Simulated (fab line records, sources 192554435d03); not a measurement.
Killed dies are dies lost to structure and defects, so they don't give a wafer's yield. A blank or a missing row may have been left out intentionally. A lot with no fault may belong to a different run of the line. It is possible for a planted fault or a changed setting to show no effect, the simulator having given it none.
fab line records	flow n5_finfet
record: lots: 10	wafers: 30	last_day: 17
route steps=1938 shown BEOL_M2@917 BEOL_M3@931 BEOL_M4@1111 PASSIVATION@1936
lots untouched by any fault: they come from a run of this same line in which no faults occurred
start_h: start of the lot's first displayed wafer, in hours after the record's first day	wait_h: how many hours have passed since the lot's step before this one	" identical to the entry in the row above	L1.1+2: several wafers, shown together as one row	- value missing, or start not given	* or withheld: withheld	< > ~ a bound
route shown NAME@n: names a module that has steps shown in the file, with the first one's number in the route	usual: mean/standard deviation of fault-free wafers	same: alike in all rows	chamber/n: place in a boat	sites: each site's reading	_std_site: the standard deviation of these	_edge_site: mean of outer sites minus mean of inner sites	radius_mm: for every site, how far away it sits from the centre of the wafer	mask NAME#n: copy n	behind: the tool/chamber that last shaped the wafer	hold: reason for holding the lot/hours on hold/outcome of the hold	device: the transistor (n, p or np) that didn't switch	end of line: the same wafers' tests at the end of the route	a step given without rows: its recipe and nothing more	killed: dies that structure and defects cost at the first sort, which is not the same as the wafer's yield	map: shows each die of a wafer: x if killed, . if not, _ if none is there
set.NAME: the setting as run; set.NAME@STEP: as run at that earlier step	model.NAME: the simulator's own value behind a step, which no gauge read
steps of the route over a sample of lots; a table a step, a row a wafer
services: when a tool's chamber went out of use (start_h, in hours from the record's first day, below 0 if earlier), for how many hours, and the reason
== steps ==
step: N5_BEOL_M2_ANNEAL_93
recipe: temp_c: 400	time_s: 240	ambient: vacuum
usual: heater_power_w: 878/110	susceptor_temp_C_max: 400.9/0.43
lot.wafer	tool	chamber	start_h	wait_h	heater_power_w	susceptor_temp_C_max
L467.1	pvd_sputter-02	-	163.46	0.0	804	400.8
L467.2	"	-	"	"	1033	400.4
L467.5	"	-	"	"	1018	400.4
L469.2	pvd_sputter-01	-	176.21	0.0	834	401.3
L469.4	"	-	"	"	659	400.6
L469.5	"	-	"	"	647	400.7
L468.2	pvd_sputter-02	-	178.34	0.0	999	400.4
L468.3	"	-	"	"	842	400.7
L468.4	"	-	"	"	1038	400.7
L470.1	pvd_sputter-01	-	185.91	0.0	813	401.1
L470.3	"	-	"	"	857	400.6
L470.6	"	-	"	"	830	400.8
L471.1	pvd_sputter-02	-	200.43	0.0	812	400.9
L471.2	"	-	"	"	999	400.6
L471.3	"	-	"	"	1038	400.3
L472.2	pvd_sputter-03	-	200.73	0.0	801	400.3
L472.5	"	-	"	"	1003	401.1
L472.6	"	-	"	"	808	400.5
L474.2	pvd_sputter-03	-	214.79	0.0	817	400.7
L474.4	"	-	"	"	761	402.1
L474.6	"	-	"	"	969	400.9
L483.1	pvd_sputter-02	-	261.93	0.0	809	400.8
L483.4	"	-	"	"	999	400.9
L483.5	"	-	"	"	814	400.4
L484.1	pvd_sputter-03	-	272.30	0.0	815	400.9
L484.2	"	-	"	"	995	400.4
L484.6	"	-	"	"	773	401.5
L485.1	pvd_sputter-03	-	275.86	0.0	806	400.7
L485.3	"	-	"	"	750	401.4
L485.5	"	-	"	"	917	401.4
step: N5_BEOL_M3_ILD_DEP_00
recipe: material: SiOC	target_thk_a: 790	temp_c: 350	precursor: DEMS/O2	pressure_torr: 5	rf_w: 500	time_s: 15.3
usual: heater_power_w: 457/53	showerhead_plenum_p_Torr: 5.691/0.012	throttle_valve_pct: 12.3/0.84
lot.wafer	tool	chamber	start_h	wait_h	heater_power_w	showerhead_plenum_p_Torr	throttle_valve_pct
L467.1	pecvd-04	0	165.01	0.0	433	5.690	11.6
L467.2	"	2	"	"	399	5.695	12.6
L467.5	"	0	"	"	446	5.679	12.0
L469.2	pecvd-01	0	177.68	0.0	473	5.687	12.9
L469.4	"	0	"	"	482	5.692	13.2
L469.5	"	2	"	"	493	5.690	11.8
L468.2	pecvd-04	1	180.11	0.0	491	5.677	11.9
L468.3	"	0	"	"	440	5.693	12.1
L468.4	"	1	"	"	491	5.685	12.1
L470.1	pecvd-04	1	187.47	0.0	472	5.694	12.3
L470.3	"	2	"	"	369	5.687	12.7
L470.6	"	2	"	"	375	5.677	12.7
L471.1	pecvd-04	1	201.92	0.0	512	5.680	12.1
L471.2	"	2	"	"	467	5.669	12.6
L471.3	"	0	"	"	400	5.677	12.1
L472.2	pecvd-02	2	202.26	0.0	433	5.679	10.8
L472.5	"	2	"	"	412	5.679	10.9
L472.6	"	1	"	"	391	5.699	11.4
L474.2	pecvd-02	0	216.26	0.0	512	5.675	12.4
L474.4	"	0	"	"	507	5.701	12.4
L474.6	"	1	"	"	418	5.713	11.6
L483.1	pecvd-01	2	263.41	0.0	459	5.692	11.7
L483.4	"	2	"	"	469	5.708	12.2
L483.5	"	1	"	"	506	5.704	14.5
L484.1	pecvd-04	2	273.81	0.0	436	5.673	10.9
L484.2	"	1	"	"	484	5.700	12.2
L484.6	"	2	"	"	439	5.692	10.4
L485.1	pecvd-04	0	277.34	0.0	370	5.690	12.2
L485.3	"	1	"	"	503	5.688	12.2
L485.5	"	2	"	"	449	5.701	10.7
step: N5_BEOL_M3_EXPOSE_08
recipe: mask_id: M3	na: 0.33	source_shape: dipole	sigma_inner: 0.369	sigma_outer: 0.767	polarization: unpolarized	dose_mj: 33
usual: exposure_dose_mJ_cm2: 32.94/0.031	focus_offset_nm: -0.1/0.55
same: dipole_opening_deg: 79.7
lot.wafer	tool	chamber	start_h	wait_h	mask	exposure_dose_mJ_cm2	focus_offset_nm
L467.1	euv_scanner-01	0	167.21	-	M3#0	32.89	0.5
L467.2	"	0	"	"	M3#0	32.87	-0.6
L467.5	"	0	"	"	M3#0	32.89	0.5
L469.2	euv_scanner-01	0	178.75	-	M3#0	32.96	0.3
L469.4	"	0	"	"	M3#0	32.96	0.1
L469.5	"	0	"	"	M3#0	32.98	0.7
L468.2	euv_scanner-02	0	181.52	-	M3#0	32.94	-1.1
L468.3	"	0	"	"	M3#0	32.94	-0.4
L468.4	"	0	"	"	M3#0	32.91	0.2
L470.1	euv_scanner-01	0	189.51	-	M3#0	32.92	-0.4
L470.3	"	0	"	"	M3#0	32.98	-0.1
L470.6	"	0	"	"	M3#0	32.93	-0.3
L471.1	euv_scanner-01	0	202.93	-	M3#0	32.97	-0.9
L471.2	"	0	"	"	M3#0	32.99	0.3
L471.3	"	0	"	"	M3#0	32.97	-1.7
L472.2	euv_scanner-02	0	203.86	-	M3#0	32.90	0.1
L472.5	"	0	"	"	M3#0	32.92	-0.6
L472.6	"	0	"	"	M3#0	33.00	0.1
L474.2	euv_scanner-02	0	217.46	-	M3#0	32.98	0.3
L474.4	"	0	"	"	M3#0	32.98	0.9
L474.6	"	0	"	"	M3#0	32.97	0.6
L483.1	euv_scanner-02	0	265.05	-	M3#0	33.17	0.4
L483.4	"	0	"	"	M3#0	33.15	0.1
L483.5	"	0	"	"	M3#0	33.21	-0.1
L484.1	euv_scanner-01	0	274.59	-	M3#0	32.93	-0.6
L484.2	"	0	"	"	M3#0	32.89	0.1
L484.6	"	0	"	"	M3#0	32.99	0.4
L485.1	euv_scanner-02	0	278.25	-	M3#0	33.30	0.3
L485.3	"	0	"	"	M3#0	33.30	-0.2
L485.5	"	0	"	"	M3#0	33.29	-0.3
step: N5_BEOL_M3_DESCUM_16
recipe: chemistry: O2	time_s: 7	source_power_w: 50	bias_power_w: 20	pressure_mtorr: 20	rf_frequency_hz: 2.712e+07	temp_c: 40	resist: CAR-EUV	o2_flow_sccm: 225
usual: drypump_motor_current_A: 5.9/0.39	oes_product_au: 0.75/0.066	rf_vpp_V: 243.1/1.2	showerhead_plenum_p_Torr: 2.09/0.062	throttle_valve_pct: 20.51/0.2
lot.wafer	tool	chamber	start_h	wait_h	drypump_motor_current_A	oes_product_au	rf_hours_counter_h	rf_vpp_V	showerhead_plenum_p_Torr	throttle_valve_pct
L467.1	rie_diel-05	1	167.46	0.0	6.3	0.68	222	243.7	2.17	20.45
L467.2	"	3	"	"	6.1	0.79	94	242.8	2.04	20.46
L467.5	"	2	"	"	5.3	0.72	-	243.2	2.17	20.31
L469.2	rie_diel-02	0	179.00	0.0	5.8	0.74	206	241.9	2.08	20.63
L469.4	"	2	"	"	6.3	0.72	170	243.5	2.18	20.59
L469.5	"	1	"	"	6.1	0.77	-	242.1	2.03	20.79
L468.2	rie_diel-05	2	181.77	0.0	5.3	0.72	188	244.9	2.17	20.30
L468.3	"	1	"	"	6.3	0.68	226	244.1	2.17	20.45
L468.4	"	1	"	"	6.3	0.69	-	243.6	2.16	20.45
L470.1	rie_diel-02	0	189.76	0.0	5.7	0.73	209	242.9	2.08	20.63
L470.3	"	1	"	"	6.0	0.78	116	240.3	2.02	20.82
L470.6	"	1	"	"	6.0	0.77	-	240.5	2.02	20.82
L471.1	rie_diel-05	0	203.19	0.0	6.0	0.82	72	243.9	2.12	20.58
L471.2	"	2	"	"	5.4	0.71	194	245.6	2.17	20.32
L471.3	"	1	"	"	6.3	0.68	232	244.6	2.16	20.46
L472.2	rie_diel-02	2	204.11	0.0	6.3	0.72	177	243.8	2.18	20.61
L472.5	"	0	"	"	5.8	0.73	-	243.5	2.07	20.64
L472.6	"	3	"	"	5.8	0.71	-	242.9	2.06	20.20
L474.2	rie_diel-04	3	217.71	0.0	5.3	0.99	2	241.3	2.07	19.90
L474.4	"	0	"	"	5.2	0.71	205	241.3	1.98	20.46
L474.6	"	2	"	"	6.2	0.74	-	244.0	2.08	20.66
L483.1	rie_diel-05	1	265.81	0.5	6.4	0.66	250	242.8	2.16	20.50
L483.4	"	1	"	"	6.3	0.66	-	243.5	2.16	20.50
L483.5	"	2	"	"	5.4	0.69	-	244.4	2.16	20.34
L484.1	rie_diel-02	2	274.97	0.2	6.3	0.70	198	243.6	2.17	20.63
L484.2	"	0	"	"	5.8	0.71	236	243.2	2.07	20.66
L484.6	"	1	"	"	6.0	0.76	-	242.0	2.02	20.86
L485.1	rie_diel-05	3	279.30	0.8	6.1	0.76	128	243.0	2.03	20.51
L485.3	"	0	"	"	6.1	0.79	98	243.6	2.11	20.60
L485.5	"	2	"	"	5.3	0.70	-	244.3	2.16	20.36
step: N5_BEOL_M4_RC_MEAS_101
usual: DIBL_N: 36.3/1.7	DIBL_P: 36.5/1.8	IOFF_N: 0.16/0.033	IOFF_P: 0.21/0.037	ION_N: 675/11	ION_P: 462/7.9	SS_N: 71.6/0.64	SS_P: 73.3/0.68	VT_N: 249/3.3	VT_P: -250/3.3
lot.wafer	tool	chamber	start_h	wait_h	DIBL_N[mV/V]	DIBL_P[mV/V]	IOFF_N[nA/um]	IOFF_P[nA/um]	ION_N[uA/um]	ION_P[uA/um]	SS_N[mV/dec]	SS_P[mV/dec]	VT_N[mV]	VT_P[mV]
L467.1	prober-02	0	182.85	0.0	37.3	37.5	0.18	0.23	680	470	71.2	72.8	247	-250
L467.2	"	0	"	"	33.8	33.5	0.12	0.17	677	471	70.7	71.7	255	-253
L467.5	"	0	"	"	35.5	36.1	0.15	0.21	683	476	72.1	72.8	250	-250
L469.2	prober-02	0	198.17	0.2	33.1	32.8	0.11	0.17	665	462	70.6	72.3	255	-253
L469.4	"	0	"	"	34.9	33.6	0.12	0.18	656	455	70.5	71.4	253	-250
L469.5	"	0	"	"	33.9	33.6	0.11	0.18	668	461	70.7	71.8	255	-251
L468.2	prober-01	0	202.29	0.2	37.3	38.4	0.18	0.24	680	466	72.3	72.8	247	-251
L468.3	"	0	"	"	36.6	36.7	0.17	0.22	688	459	71.7	72.8	250	-253
L468.4	"	0	"	"	37.0	37.8	0.17	0.24	676	465	72.3	73.0	249	-248
L470.1	prober-02	0	207.58	0.0	37.4	38.4	0.18	0.24	660	460	72.2	73.5	251	-247
L470.3	"	0	"	"	35.1	34.8	0.14	0.18	658	445	71.9	72.8	254	-251
L470.6	"	0	"	"	32.3	33.3	0.11	0.16	657	457	70.5	72.1	255	-254
L472.2	prober-01	0	223.35	0.2	34.9	35.2	0.15	0.22	679	467	71.0	73.7	249	-250
L472.5	"	0	"	"	35.6	36.8	0.16	0.23	675	467	71.6	74.1	249	-248
L472.6	"	0	"	"	33.3	33.1	0.12	0.19	690	479	70.1	72.8	254	-249
L471.1	prober-02	0	223.77	0.1	34.4	34.8	0.11	0.16	662	448	70.0	72.8	253	-257
L471.2	"	0	"	"	36.1	37.7	0.14	0.21	653	460	70.6	73.9	253	-251
L471.3	"	0	"	"	36.9	38.2	0.15	0.20	662	450	71.1	73.8	251	-253
L474.2	prober-02	0	231.18	0.2	37.2	37.8	0.19	0.25	685	472	72.0	72.9	246	-244
L474.4	"	0	"	"	37.7	39.0	0.19	0.27	675	466	72.6	73.8	246	-247
L474.6	"	0	"	"	35.5	36.4	0.16	0.23	683	475	71.1	73.1	249	-248
L485.1	prober-01	0	298.10	0.0	33.2	33.6	0.12	0.16	669	452	71.2	72.4	252	-256
L484.1	prober-02	0	298.18	0.0	36.2	35.1	0.14	0.17	662	447	71.2	73.8	253	-251
L484.2	"	0	"	"	37.3	36.3	0.16	0.18	677	458	72.1	73.9	249	-254
L484.6	"	0	"	"	37.5	37.0	0.16	0.20	673	458	71.5	74.2	247	-253
step: N5_PASSIVATION_PROBE_49
usual: defect_limited_yield: 91.3/1.5	killed_at_M0_to_M3: 34/9.4	killed_at_M4_up: 13/5.3	killed_at_contacts: 13/5.7	killed_at_front_end: 40/10	killed_at_other: 3.7/2.8	killed_dies: 103/17	killed_on_rim: 13/4.2	killed_open: 67/13	killed_short: 35/8.5	sort_bin_5_function: 5.0/0.98	sort_bin_6_memory: 3.3/0.7	sort_n_pass: 1077/17	sort_yield_pct: 91.3/1.5
same: gross_dies: 1180	killed_at_back_side: 0	sort_bin_4_leakage[%]: 0	sort_bin_8_speed[%]: 0
lot.wafer	tool	chamber	start_h	wait_h	defect_limited_yield[%]	killed_at_M0_to_M3	killed_at_M4_up	killed_at_contacts	killed_at_front_end	killed_at_other	killed_dies	killed_on_rim	killed_open	killed_short	sort_bin_5_function[%]	sort_bin_6_memory[%]	sort_n_pass	sort_yield_pct[%]
L467.1	prober-01	-	289.51	0.0	90.9	43	9	21	30	4	107	13	68	33	5.2	3.3	1073	90.9
L467.2	prober-01	-	289.56	0.1	91.4	36	7	12	43	3	101	8	66	34	4.8	3.1	1079	91.4
L467.5	prober-01	-	289.71	0.2	91.9	37	11	7	37	4	96	10	56	36	4.2	3.2	1084	91.9
L470.1	prober-01	-	316.04	0.0	91.2	18	14	9	60	3	104	13	66	37	4.8	3.5	1076	91.2
L470.3	prober-01	-	316.14	0.1	91.9	27	30	12	22	4	95	12	69	22	4.6	3.2	1085	91.9
L470.6	prober-01	-	316.29	0.3	89.6	36	12	14	55	6	123	20	71	50	5.5	4.6	1057	89.6
L472.2	prober-02	-	326.72	0.2	90.4	33	18	11	45	6	113	7	75	37	4.9	4.2	1067	90.4
L472.5	prober-02	-	326.87	0.3	90.5	53	10	7	38	4	112	13	86	26	5.8	3.4	1068	90.5
L472.6	prober-02	-	326.92	0.4	91.5	26	7	23	37	7	100	13	66	33	4.1	4.0	1080	91.5
L471.1	prober-01	-	331.29	0.0	92.9	33	11	7	24	9	84	10	56	28	3.8	2.8	1096	92.9
L471.2	prober-01	-	331.34	0.1	90.8	37	20	5	43	4	109	12	68	38	4.7	4.2	1071	90.8
L471.3	prober-01	-	331.39	0.1	92.5	34	17	7	24	6	88	9	54	34	4.4	2.6	1092	92.5
L474.2	prober-01	-	332.62	0.1	88.7	32	13	38	50	0	133	16	78	52	6.0	4.9	1047	88.7
L474.4	prober-01	-	332.72	0.2	90.8	33	14	25	36	1	109	18	67	36	5.7	3.4	1071	90.8
L474.6	prober-01	-	332.82	0.3	90.7	40	17	22	28	3	110	16	76	26	5.7	3.1	1070	90.7
L483.1	prober-01	-	397.51	0.0	1.8	1045	9	13	91	1	1159	149	67	45	69.6	18.6	21	1.8
L483.4	prober-01	-	397.66	0.2	0	1001	9	28	141	1	1180	152	73	30	62.2	6.2	0	0
L483.5	prober-01	-	397.71	0.2	0	1024	8	11	136	1	1180	152	65	36	51.4	4.1	0	0
L485.1	prober-01	-	402.83	0.0	79.1	168	10	12	56	1	247	29	65	33	11.6	8.8	933	79.1
L485.3	prober-01	-	402.93	0.1	0.1	990	21	15	150	3	1179	152	84	46	75.3	9.9	1	0.1
L485.5	prober-01	-	403.03	0.2	0	1015	13	9	141	2	1180	152	61	35	67.3	6.4	0	0
killed by level:class
L467.1 MOL_CONTACT_COAG:geometric_particle:open=18 BEOL_M0_SAQP:geometric_particle:open=11 BEOL_M0_SAQP:geometric_particle:short=9 STI_FIN_REVEAL:geometric_particle:open=9 FIN_SAQP:geometric_particle:short=7 BEOL_M0:geometric_particle:open=6 BEOL_M2:geometric_particle:open=5 BEOL_M3:geometric_particle:open=5
L467.2 STI_FIN_REVEAL:geometric_particle:open=10 MOL_CONTACT_COAG:geometric_particle:open=10 BEOL_M2:geometric_particle:open=9 BEOL_M3:geometric_particle:open=9 FIN_SAQP:geometric_particle:short=7 FIN_SAQP:geometric_particle:open=5 GATE_CUT:geometric_particle:short=5 STI_FIN_REVEAL:geometric_particle:short=5
L467.5 STI_FIN_REVEAL:geometric_particle:open=12 FIN_SAQP:geometric_particle:short=10 BEOL_M0_SAQP:geometric_particle:short=8 FIN_SAQP:geometric_particle:open=7 MOL_CONTACT_COAG:geometric_particle:open=7 BEOL_M2:geometric_particle:open=7 BEOL_M0_SAQP:geometric_particle:open=6 BEOL_M3:geometric_particle:open=5
L470.1 FIN_SAQP:geometric_particle:short=13 FIN_SAQP:geometric_particle:open=10 STI_FIN_REVEAL:geometric_particle:open=7 ILD0:geometric_particle:open=7 MOL_CONTACT_COAG:geometric_particle:open=7 BEOL_M4:geometric_particle:open=6 STARTING-WAFER:geometric_particle:open=6 BEOL_M3:geometric_particle:open=5
L470.3 BEOL_M4:geometric_particle:open=14 MOL_CONTACT_COAG:geometric_particle:open=10 BEOL_M1:geometric_particle:open=7 BEOL_M2:geometric_particle:open=6 FIN_SAQP:geometric_particle:short=5 BEOL_M3:geometric_particle:open=5 STI_FIN_REVEAL:geometric_particle:open=4 BEOL_M0:geometric_particle:open=4
L470.6 FIN_SAQP:geometric_particle:short=24 FIN_SAQP:geometric_particle:open=13 MOL_CONTACT_COAG:geometric_particle:open=11 BEOL_M3:geometric_particle:open=10 BEOL_M0_SAQP:geometric_particle:short=6 BEOL_M0_SAQP:geometric_particle:open=5 DUMMY_GATE:geometric_particle:open=5 BEOL_M1:geometric_particle:open=5
L472.2 BEOL_M2:geometric_particle:open=13 FIN_SAQP:geometric_particle:open=10 MOL_CONTACT_COAG:geometric_particle:open=8 GATE_CUT:geometric_particle:short=8 FIN_SAQP:geometric_particle:short=7 STI_FIN_REVEAL:geometric_particle:open=6 BEOL_M1:geometric_particle:open=5 BEOL_M4:geometric_particle:open=5
L472.5 BEOL_M3:geometric_particle:open=12 DUMMY_GATE:geometric_particle:open=11 BEOL_M2:geometric_particle:open=10 STI_FIN_REVEAL:geometric_particle:open=8 BEOL_M0_SAQP:geometric_particle:open=8 BEOL_M1:geometric_particle:open=8 MOL_CONTACT_COAG:geometric_particle:open=7 GATE_CUT:geometric_particle:short=4
L472.6 MOL_CONTACT_COAG:geometric_particle:open=19 STI_FIN_REVEAL:geometric_particle:open=7 BEOL_M1:geometric_particle:open=7 FIN_SAQP:geometric_particle:short=6 GATE_CUT:geometric_particle:short=6 BEOL_M2:geometric_particle:open=5 BEOL_M3:geometric_particle:open=5 MOL_CONTACT_COAG:geometric_particle:short=4
L471.1 BEOL_M0_SAQP:geometric_particle:short=10 BEOL_M2:geometric_particle:open=9 BEOL_M0_SAQP:geometric_particle:open=8 MOL_CONTACT_COAG:geometric_particle:open=7 FIN_SAQP:geometric_particle:short=6 ILD0:geometric_particle:open=5 BEOL_M4:geometric_particle:open=5 BEOL_M3:geometric_particle:open=4
L471.2 FIN_SAQP:geometric_particle:short=12 STI_FIN_REVEAL:geometric_particle:open=12 BEOL_M4:geometric_particle:open=12 BEOL_M0_SAQP:geometric_particle:short=11 BEOL_M2:geometric_particle:open=10 BEOL_M0_SAQP:geometric_particle:open=7 DUMMY_GATE:geometric_particle:open=6 GATE_CUT:geometric_particle:open=4
L471.3 FIN_SAQP:geometric_particle:short=11 BEOL_M0_SAQP:geometric_particle:open=10 BEOL_M4:geometric_particle:open=8 MOL_CONTACT_COAG:geometric_particle:open=6 BEOL_M0_SAQP:geometric_particle:short=6 BEOL_M2:geometric_particle:open=6 BEOL_M1:geometric_particle:short=4 BEOL_M5:geometric_particle:open=4
L474.2 MOL_CONTACT_COAG:geometric_particle:open=31 FIN_SAQP:geometric_particle:short=13 STI_FIN_REVEAL:geometric_particle:open=10 BEOL_M3:geometric_particle:open=10 MOL_CONTACT_COAG:geometric_particle:short=7 STARTING-WAFER:geometric_particle:short=7 BEOL_M2:geometric_particle:open=5 STI_FIN_REVEAL:geometric_particle:short=4
L474.4 MOL_CONTACT_COAG:geometric_particle:open=20 BEOL_M2:geometric_particle:open=9 BEOL_M0_SAQP:geometric_particle:short=8 STI_FIN_REVEAL:geometric_particle:open=7 FIN_SAQP:geometric_particle:short=5 MOL_CONTACT_COAG:geometric_particle:short=5 BEOL_M3:geometric_particle:open=5 FIN_SAQP:geometric_particle:open=4
L474.6 MOL_CONTACT_COAG:geometric_particle:open=18 BEOL_M3:geometric_particle:open=12 BEOL_M0_SAQP:geometric_particle:open=10 HKMG_FIN:area_etch=6 FIN_SAQP:geometric_particle:open=4 GATE_CUT:geometric_particle:open=4 MOL_CONTACT_COAG:geometric_particle:short=4 BEOL_M1:geometric_particle:open=4
L483.1 BEOL_M3:area_expose=993 FIN_SAQP:unspecified=54 BEOL_M0_SAQP:geometric_particle:open=22 BEOL_M0_SAQP:geometric_particle:short=16 MOL_CONTACT_COAG:geometric_particle:open=10 FIN_SAQP:geometric_particle:open=9 FIN_SAQP:geometric_particle:short=8 BEOL_M3:geometric_particle:open=7
L483.4 BEOL_M3:area_expose=972 FIN_SAQP:unspecified=105 MOL_CONTACT_COAG:geometric_particle:open=24 FIN_SAQP:geometric_particle:open=19 BEOL_M0_SAQP:geometric_particle:open=10 FIN_SAQP:geometric_particle:short=8 BEOL_M0_SAQP:geometric_particle:short=6 BEOL_M2:geometric_particle:open=6
L483.5 BEOL_M3:area_expose=991 FIN_SAQP:unspecified=88 FIN_SAQP:geometric_particle:open=13 BEOL_M3:geometric_particle:open=11 FIN_SAQP:geometric_particle:short=9 BEOL_M0_SAQP:geometric_particle:open=8 MOL_CONTACT_COAG:geometric_particle:open=8 BEOL_M0_SAQP:geometric_particle:short=5
L485.1 BEOL_M3:area_expose=148 FIN_SAQP:geometric_particle:short=14 FIN_SAQP:geometric_particle:open=10 MOL_CONTACT_COAG:geometric_particle:open=10 GATE_CUT:geometric_particle:open=8 BEOL_M3:geometric_particle:open=7 STI_FIN_REVEAL:geometric_particle:open=5 BEOL_M2:geometric_particle:open=5
L485.3 BEOL_M3:area_expose=956 FIN_SAQP:unspecified=92 BEOL_M2:geometric_particle:open=18 FIN_SAQP:geometric_particle:short=14 MOL_CONTACT_COAG:geometric_particle:open=12 BEOL_M4:geometric_particle:open=9 STI_FIN_REVEAL:geometric_particle:open=8 GATE_CUT:geometric_particle:short=8
L485.5 BEOL_M3:area_expose=991 FIN_SAQP:unspecified=92 FIN_SAQP:geometric_particle:short=10 DUMMY_GATE:geometric_particle:open=9 BEOL_M2:geometric_particle:open=8 MOL_CONTACT_COAG:geometric_particle:open=7 BEOL_M1:geometric_particle:open=7 GATE_CUT:geometric_particle:short=6
== services ==
tool	chamber	start_h	hours	kind
euv_scanner-01	-	140.87	2.1	repair
rie_diel-02	3	143.02	4.5	repair
rie_diel-04	0	150.47	3.8	repair
pecvd-02	0	153.68	4.6	repair
rie_diel-02	3	155.23	9.1	repair
euv_scanner-02	-	156.12	1.0	pm
pecvd-04	1	163.50	5.5	scheduled_down
euv_scanner-01	-	169.13	1.0	pm
rie_diel-04	2	180.80	8.5	repair
pecvd-04	2	202.38	-	clean
pecvd-04	2	202.38	-	consumable_replace:showerhead
pecvd-04	2	202.38	29.0	scheduled_down
euv_scanner-01	-	208.25	1.9	repair
euv_scanner-02	-	212.27	1.0	pm
euv_scanner-01	-	214.53	4.6	pm
euv_scanner-01	-	225.28	1.0	pm
rie_diel-04	1	229.69	7.4	repair
euv_scanner-02	-	241.70	4.6	pm
rie_diel-05	3	265.18	6.2	repair
euv_scanner-02	-	265.96	0.2	repair
euv_scanner-02	-	268.42	1.0	pm
pecvd-01	0	271.13	58.4	repair
rie_diel-04	-	273.42	14.6	pm
pvd_sputter-03	-	278.15	5.5	repair
== key ==
first_sign: step: N5_BEOL_M3_EXPOSE_08	reading: exposure_dose_mJ_cm2	direction: up	sigmas: 9.3	usual: 32.94	struck: 33.24
effect: step: N5_PASSIVATION_PROBE_49	reading: killed_at_M0_to_M3	direction: up	sigmas: 89	usual: 34	struck: 874
more_kills_born_at: N5_BEOL_M3_EXPOSE_08@euv_scanner-02: 5051
met_at N5_BEOL_M3_EXPOSE_08
struck_lots L483,L485
later_rows_left_out L483.1,L483.4,L483.5,L485.3,L485.5
loop_trim: step: N5_BEOL_M3_EXPOSE_08	setting: dose	lots: L483,L485
not_acting_at N5_BEOL_M2_ANNEAL_93,N5_BEOL_M3_ILD_DEP_00,N5_BEOL_M3_DESCUM_16
onset_between 217.46 265.05
earlier_fault: kind: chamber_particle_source	tool: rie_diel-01	chamber: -	onset_h: 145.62	steps: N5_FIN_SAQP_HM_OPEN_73	rate_per_visit_cm2: 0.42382	until_the_next_wet_clean: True
fault: kind: process_parameter_drift	tool: euv_scanner-02	chamber: -	onset_h: 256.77	steps: N5_BEOL_M3_EXPOSE_08	channel: focus_nm	offset: 117.32	spread_by_wafer: 0.3	shape: step
later_rows_left_out: the simulator's readings of these wafers behind a module that went badly wrong aren't trusted and aren't shown, but for the sort
loop_trim: a control loop set the setting to another value than it would have without faults
